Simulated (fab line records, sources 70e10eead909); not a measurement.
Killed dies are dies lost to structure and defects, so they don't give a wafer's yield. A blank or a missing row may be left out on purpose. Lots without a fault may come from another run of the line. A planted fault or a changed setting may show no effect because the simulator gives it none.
Which tool did it? | flow nand_harc | 24 lots, 72 wafers sampled, at 6 steps of a route of 1302

WHAT THE GAUGES READ, wafer by wafer
NHARC_A_CONTACT_OVL_MEAS_09.
lot  | measured     | on         | overlay_x_nm (nm) | overlay_y_nm (nm)
L074 | day 22 17:03 | overlay-02 | -0.4 0.3 0.1      | -0.2 0.5 0.4
L077 | day 23 05:40 | overlay-01 | 0.5 -0.3 -0.2     | 0.6 0.3 0.3
L076 | day 23 08:34 | overlay-01 | -0.2 -0.3 -0.3    | -1.4 -1.6 -1.3
L075 | day 23 10:22 | overlay-01 | 0.1 0.1 0.1       | -0.4 -0.8 -0.7
L078 | day 23 19:53 | overlay-02 | 0.4 0.2 0.6       | 0.4 0.5 0.6
L079 | day 24 19:25 | overlay-02 | -0.3 -0.3 0.5     | 0.9 -0.1 0.7
L080 | day 25 00:19 | overlay-01 | 0.3 0.1 -0.5      | -0.4 -0.1 0.4
L081 | day 25 10:30 | overlay-02 | -0.4 -0.7 -0.5    | -0.9 -0.8 -0.7
L082 | day 26 05:55 | overlay-01 | -0.4 0.0 0.5      | -0.3 0.0 -0.1
L086 | day 26 18:45 | overlay-02 | -0.4 -0.8 0.4     | 1.4 1.6 1.1
L085 | day 26 19:01 | overlay-01 | 1.3 1.6 1.6       | -0.7 -0.4 -0.5
L084 | day 26 20:29 | overlay-02 | 1.6 1.5 1.5       | -0.2 -0.4 0.1
L083 | day 27 00:38 | overlay-01 | 0.1 -0.2 0.4      | -1.5 -1.1 -1.0
L089 | day 28 02:59 | overlay-02 | 0.4 0.2 0.6       | 0.6 0.4 0.7
L088 | day 28 07:38 | overlay-01 | 1.0 0.7 1.0       | -1.8 -1.7 -2.1
L087 | day 28 08:38 | overlay-01 | 0.3 0.6 0.3       | -0.3 -0.3 -0.5
L091 | day 29 05:52 | overlay-01 | -0.1 0.3 0.4      | -0.8 -0.8 -0.6
L090 | day 29 22:04 | overlay-02 | 0.6 0.9 -0.2      | -0.5 -0.4 -0.5
L093 | day 30 01:50 | overlay-01 | -1.3 -1.6 -0.9    | -0.9 -0.7 -0.3
L092 | day 30 13:05 | overlay-01 | -0.4 -0.7 -0.4    | 0.8 0.5 1.0
L094 | day 31 01:44 | overlay-02 | -0.1 -0.5 -0.2    | 0.9 1.3 1.3
L095 | day 31 08:38 | overlay-01 | -0.4 -0.5 -0.6    | -0.2 -0.4 -0.3
L096 | day 31 20:44 | overlay-01 | 1.9 2.4 1.9       | 0.2 -0.2 0.1
L097 | day 32 02:06 | overlay-01 | 1.6 1.1 1.4       | 0.9 0.9 0.7

NHARC_A_M0_THK_MEAS_24: measures by xrf.
lot  | measured     | on            | thk_nm (nm)
L074 | day 23 05:42 | film_metro-01 | 116.7 115.0 113.3
L077 | day 23 20:49 | film_metro-02 | 113.8 114.9 113.2
L076 | day 23 22:08 | film_metro-02 | 115.3 113.2 113.7
L075 | day 24 00:23 | film_metro-01 | 112.9 113.2 112.3
L078 | day 24 08:41 | film_metro-01 | 116.2 117.1 116.5
L079 | day 25 08:40 | film_metro-01 | 114.2 114.6 112.6
L080 | day 25 13:40 | film_metro-01 | 114.7 114.9 115.3
L081 | day 25 23:40 | film_metro-02 | 113.7 113.5 111.3
L082 | day 26 19:14 | film_metro-01 | 114.3 113.6 113.2
L086 | day 27 07:25 | film_metro-02 | 115.5 115.0 113.3
L085 | day 27 07:58 | film_metro-02 | 110.9 115.0 113.5
L084 | day 27 09:54 | film_metro-02 | 114.0 115.7 113.5
L083 | day 27 13:30 | film_metro-01 | 116.9 117.7 116.9
L089 | day 28 15:41 | film_metro-01 | 113.5 114.2 115.8
L088 | day 28 20:26 | film_metro-02 | 116.3 115.3 116.2
L087 | day 28 21:52 | film_metro-01 | 115.2 115.5 118.5
L091 | day 29 18:38 | film_metro-02 | 113.3 113.2 113.0
L090 | day 30 10:59 | film_metro-01 | 115.9 113.6 115.1
L093 | day 30 15:35 | film_metro-02 | 114.6 114.2 116.4
L092 | day 31 02:04 | film_metro-02 | 115.0 116.1 115.3
L094 | day 31 14:56 | film_metro-02 | 114.2 112.6 113.8
L095 | day 31 21:20 | film_metro-02 | 111.2 115.0 112.6
L096 | day 32 09:46 | film_metro-02 | 115.1 115.4 116.7
L097 | day 32 15:00 | film_metro-02 | 114.5 113.1 112.9

WHICH TOOL RAN EACH LOT (tool, then ch and the chambers of the sampled wafers, then the start)
lot  | NHARC_A_CONTACT_ETCH_138             | NHARC_A_BLC_ETCH_16                | NHARC_A_BLC_CVD_24                       | NHARC_A_M0_ANNEAL_30
L074 | har_cap_etch-01 ch 0,1, day 22 19:17 | rie_diel-04 ch 1,2,3, day 22 23:26 | cvd_w-02 ch 0,1, day 23 05:02 or earlier | rtp_anneal-02 ch 0, day 23 05:02
L077 | har_cap_etch-03 ch 0,1, day 23 08:12 | rie_diel-04 ch 1,2,3, day 23 14:14 | cvd_w-02 ch 0,1, day 23 20:16 or earlier | rtp_anneal-02 ch 0, day 23 20:16
L076 | har_cap_etch-01 ch 1, day 23 11:23   | rie_diel-09 ch 0,2, day 23 15:45   | cvd_w-01 ch 0, day 23 21:28 or earlier   | rtp_anneal-01 ch 0, day 23 21:28
L075 | har_cap_etch-03 ch 0,1, day 23 13:29 | rie_diel-09 ch 1,2,3, day 23 18:03 | cvd_w-02 ch 0,1, day 23 23:43 or earlier | rtp_anneal-01 ch 0, day 23 23:43
L078 | har_cap_etch-02 ch 0,1, day 23 22:07 | rie_diel-11 ch 0,1,2, day 24 02:24 | cvd_w-02 ch 0,1, day 24 08:04 or earlier | rtp_anneal-01 ch 0, day 24 08:04
L079 | har_cap_etch-02 ch 1, day 24 22:03   | rie_diel-04 ch 1,2,3, day 25 02:26 | cvd_w-02 ch 0, day 25 08:01 or earlier   | rtp_anneal-01 ch 0, day 25 08:01
L080 | har_cap_etch-01 ch 0,1, day 25 03:14 | rie_diel-11 ch 1,3, day 25 07:21   | cvd_w-02 ch 0,1, day 25 13:01 or earlier | rtp_anneal-01 ch 0, day 25 13:01
L081 | har_cap_etch-01 ch 0,1, day 25 13:04 | rie_diel-09 ch 2,3, day 25 17:25   | cvd_w-01 ch 1, day 25 23:04 or earlier   | rtp_anneal-01 ch 0, day 25 23:04
L082 | har_cap_etch-03 ch 0,1, day 26 08:45 | rie_diel-04 ch 0,1,3, day 26 12:59 | cvd_w-01 ch 0,1, day 26 18:41 or earlier | rtp_anneal-02 ch 0, day 26 18:41
L086 | har_cap_etch-03 ch 0,1, day 26 21:02 | rie_diel-11 ch 1,2, day 27 01:10   | cvd_w-01 ch 0,1, day 27 06:49 or earlier | rtp_anneal-02 ch 0, day 27 06:49
L085 | har_cap_etch-02 ch 0,1, day 26 21:15 | rie_diel-04 ch 0,2,3, day 27 01:31 | cvd_w-02 ch 0,1, day 27 07:18 or earlier | rtp_anneal-01 ch 0, day 27 07:18
L084 | har_cap_etch-01 ch 0,1, day 26 23:04 | rie_diel-04 ch 0,2,3, day 27 03:32 | cvd_w-02 ch 1, day 27 09:17 or earlier   | rtp_anneal-01 ch 0, day 27 09:17
L083 | har_cap_etch-03 ch 1, day 27 02:52   | rie_diel-04 ch 0,3, day 27 07:09   | cvd_w-01 ch 0, day 27 12:51 or earlier   | rtp_anneal-01 ch 0, day 27 12:51
L089 | har_cap_etch-01 ch 1, day 28 05:13   | rie_diel-11 ch 1,2,3, day 28 09:29 | cvd_w-01 ch 0,1, day 28 15:01 or earlier | rtp_anneal-01 ch 0, day 28 15:01
L088 | har_cap_etch-03 ch 0,1, day 28 09:55 | rie_diel-09 ch 2,3, day 28 14:08   | cvd_w-01 ch 0,1, day 28 19:47 or earlier | rtp_anneal-02 ch 0, day 28 19:47
L087 | har_cap_etch-01 ch 0,1, day 28 10:58 | rie_diel-04 ch 2,3, day 28 15:36   | cvd_w-01 ch 0,1, day 28 21:19 or earlier | rtp_anneal-02 ch 0, day 28 21:19
L091 | har_cap_etch-02 ch 1, day 29 08:05   | rie_diel-11 ch 0,2,3, day 29 12:31 | cvd_w-02 ch 0, day 29 18:01 or earlier   | rtp_anneal-02 ch 0, day 29 18:01
L090 | har_cap_etch-02 ch 0,1, day 30 00:24 | rie_diel-11 ch 1,2,3, day 30 04:41 | cvd_w-01 ch 0,1, day 30 10:20 or earlier | rtp_anneal-02 ch 0, day 30 10:20
L093 | har_cap_etch-03 ch 0,1, day 30 04:10 | rie_diel-04 ch 0,1,3, day 30 09:19 | cvd_w-01 ch 0,1, day 30 15:02 or earlier | rtp_anneal-02 ch 0, day 30 15:02
L092 | har_cap_etch-01 ch 0,1, day 30 15:25 | rie_diel-09 ch 0,3, day 30 19:38   | cvd_w-01 ch 0,1, day 31 01:34 or earlier | rtp_anneal-02 ch 0, day 31 01:34
L094 | har_cap_etch-02 ch 0,1, day 31 04:22 | rie_diel-04 ch 0,1,3, day 31 08:49 | cvd_w-02 ch 0,1, day 31 14:16 or earlier | rtp_anneal-01 ch 0, day 31 14:16
L095 | har_cap_etch-02 ch 0,1, day 31 10:55 | rie_diel-11 ch 2,3, day 31 15:11   | cvd_w-02 ch 1, day 31 20:43 or earlier   | rtp_anneal-01 ch 0, day 31 20:43
L096 | har_cap_etch-03 ch 0,1, day 31 23:22 | rie_diel-09 ch 0,1,2, day 32 03:38 | cvd_w-01 ch 0,1, day 32 09:09 or earlier | rtp_anneal-01 ch 0, day 32 09:09
L097 | har_cap_etch-02 ch 0,1, day 32 04:26 | rie_diel-04 ch 0,1,3, day 32 08:42 | cvd_w-01 ch 0, day 32 14:24 or earlier   | rtp_anneal-01 ch 0, day 32 14:24
- NHARC_A_CONTACT_ETCH_138: etches the open film in C4F8/O2/Ar, time 311 s, target depth 1914 nm.
- NHARC_A_BLC_ETCH_16: etches the open film in CF4, target depth 39 nm, time 65 s.
- NHARC_A_BLC_CVD_24: deposits W, target thk 150 nm, time 434 s.
- NHARC_A_M0_ANNEAL_30: time 90 s.

WHAT THE TOOLS THEMSELVES READ (means of the sampled wafers that have a number; where no wafer has one, the mark that the record gives instead)
NHARC_A_BLC_ETCH_16.
lot  | tool        | bias_w (W) | drypump_motor_current_A (A) | oes_product_au (a.u.) | rf_vpp_V (V) | showerhead_plenum_p_Torr (Torr) | throttle_valve_pct (%)
L074 | rie_diel-04 | 99.9       | 5.9                         | 1.001                 | 150.1        | 1.70                            | 13.274
L077 | rie_diel-04 | 99.5       | 5.9                         | 1.001                 | 150.7        | 1.70                            | 13.283
L076 | rie_diel-09 | 100.2      | 6.3                         | 0.996                 | 151.8        | 1.84                            | 13.289
L075 | rie_diel-09 | 99.7       | 5.6                         | 1.012                 | 151.7        | 1.77                            | 13.287
L078 | rie_diel-11 | 100.1      | 5.5                         | 1.007                 | 151.4        | 1.81                            | 13.279
L079 | rie_diel-04 | 99.8       | 6.0                         | 1.002                 | 149.9        | 1.70                            | 13.284
L080 | rie_diel-11 | 100.1      | 5.7                         | 1.003                 | 152.4        | 1.88                            | 13.282
L081 | rie_diel-09 | 99.9       | 5.9                         | 1.010                 | 151.9        | 1.78                            | 13.287
L082 | rie_diel-04 | 100.2      | 5.8                         | 1.001                 | 149.8        | 1.69                            | 13.281
L086 | rie_diel-11 | 100.2      | 5.5                         | 0.999                 | 151.7        | 1.85                            | 13.278
L085 | rie_diel-04 | 100.3      | 5.5                         | 0.996                 | 151.3        | 1.70                            | 13.271
L084 | rie_diel-04 | 100.0      | 5.5                         | 0.999                 | 149.8        | 1.70                            | 13.286
L083 | rie_diel-04 | 100.0      | 5.4                         | 0.990                 | 149.1        | 1.69                            | 13.269
L089 | rie_diel-11 | 99.9       | 5.6                         | 0.995                 | 153.1        | 1.85                            | 13.280
L088 | rie_diel-09 | 100.3      | 5.8                         | 1.000                 | 151.6        | 1.77                            | 13.286
L087 | rie_diel-04 | 99.9       | 5.7                         | 0.993                 | 149.7        | 1.69                            | 13.295
L091 | rie_diel-11 | 99.7       | 5.6                         | 1.010                 | 152.3        | 1.81                            | 13.281
L090 | rie_diel-11 | 100.0      | 5.5                         | 1.008                 | 151.6        | 1.85                            | 13.287
L093 | rie_diel-04 | 100.2      | 5.8                         | 1.003                 | 150.4        | 1.68                            | 13.288
L092 | rie_diel-09 | 100.2      | 5.8                         | 0.998                 | 152.1        | 1.80                            | 13.293
L094 | rie_diel-04 | 100.1      | 5.8                         | 1.003                 | 149.8        | 1.68                            | 13.285
L095 | rie_diel-11 | 100.1      | 5.7                         | 1.005                 | 152.6        | 1.84                            | 13.288
L096 | rie_diel-09 | 100.1      | 6.0                         | 1.003                 | 152.2        | 1.81                            | 13.279
L097 | rie_diel-04 | 99.8       | 5.8                         | 1.010                 | 150.3        | 1.68                            | 13.294

NHARC_A_BLC_CVD_24.
lot  | tool     | heater_power_w (W) | throttle_valve_pct (%)
L074 | cvd_w-02 | 454                | 8.30
L077 | cvd_w-02 | 493                | 8.16
L076 | cvd_w-01 | 464                | 8.34
L075 | cvd_w-02 | 452                | 8.19
L078 | cvd_w-02 | 452                | 8.24
L079 | cvd_w-02 | 420                | 8.34
L080 | cvd_w-02 | 452                | 8.33
L081 | cvd_w-01 | 419                | 7.87
L082 | cvd_w-01 | 426                | 8.11
L086 | cvd_w-01 | 424                | 8.05
L085 | cvd_w-02 | 455                | 8.46
L084 | cvd_w-02 | 542                | 8.51
L083 | cvd_w-01 | 433                | 8.26
L089 | cvd_w-01 | 431                | 8.22
L088 | cvd_w-01 | 431                | 8.06
L087 | cvd_w-01 | 427                | 8.17
L091 | cvd_w-02 | 415                | 8.26
L090 | cvd_w-01 | 424                | 8.20
L093 | cvd_w-01 | 425                | 8.10
L092 | cvd_w-01 | 424                | 8.20
L094 | cvd_w-02 | 480                | 7.94
L095 | cvd_w-02 | 516                | 8.11
L096 | cvd_w-01 | 438                | 8.10
L097 | cvd_w-01 | 456                | 8.31

NHARC_A_M0_ANNEAL_30.
lot  | tool          | wafer_temp_C_max
L074 | rtp_anneal-02 | 226.07
L077 | rtp_anneal-02 | 225.76
L076 | rtp_anneal-01 | 225.58
L075 | rtp_anneal-01 | 225.76
L078 | rtp_anneal-01 | 225.60
L079 | rtp_anneal-01 | 225.70
L080 | rtp_anneal-01 | 225.87
L081 | rtp_anneal-01 | 225.94
L082 | rtp_anneal-02 | 226.17
L086 | rtp_anneal-02 | 226.07
L085 | rtp_anneal-01 | 225.51
L084 | rtp_anneal-01 | 225.58
L083 | rtp_anneal-01 | 225.90
L089 | rtp_anneal-01 | 225.60
L088 | rtp_anneal-02 | 225.96
L087 | rtp_anneal-02 | 225.97
L091 | rtp_anneal-02 | 225.93
L090 | rtp_anneal-02 | 225.94
L093 | rtp_anneal-02 | 225.89
L092 | rtp_anneal-02 | 225.83
L094 | rtp_anneal-01 | 225.81
L095 | rtp_anneal-01 | 225.97
L096 | rtp_anneal-01 | 225.79
L097 | rtp_anneal-01 | 225.66

THE ANSWER, worked out from the rows above alone
Rule: what is usual is taken from the lots themselves. Put in order of their means at a reading, lots are off if they are a third of the lots or fewer, leave a main group of 4 or more, and stand apart from it by a gap of 3 or more times the standard deviation of the main group's means; of several such gaps the widest counts. A main group whose means are all the same, to the digits that the tables above print for the reading, isn't used. A lot without any number at a reading at which 4 lots or more have one is off too. The other lots that the step has rows for count as sound. The gauges are gone through in route order, then the tools' own readings, and for those a lot's mean is taken as printed above. The first step at which some lot is off is used, and at that step the reading that is off furthest; a lot without a number counts as furthest.
No lot is off at any reading shown: from this, nothing can be told.

WHAT THE SIMULATOR HAD PUT IN
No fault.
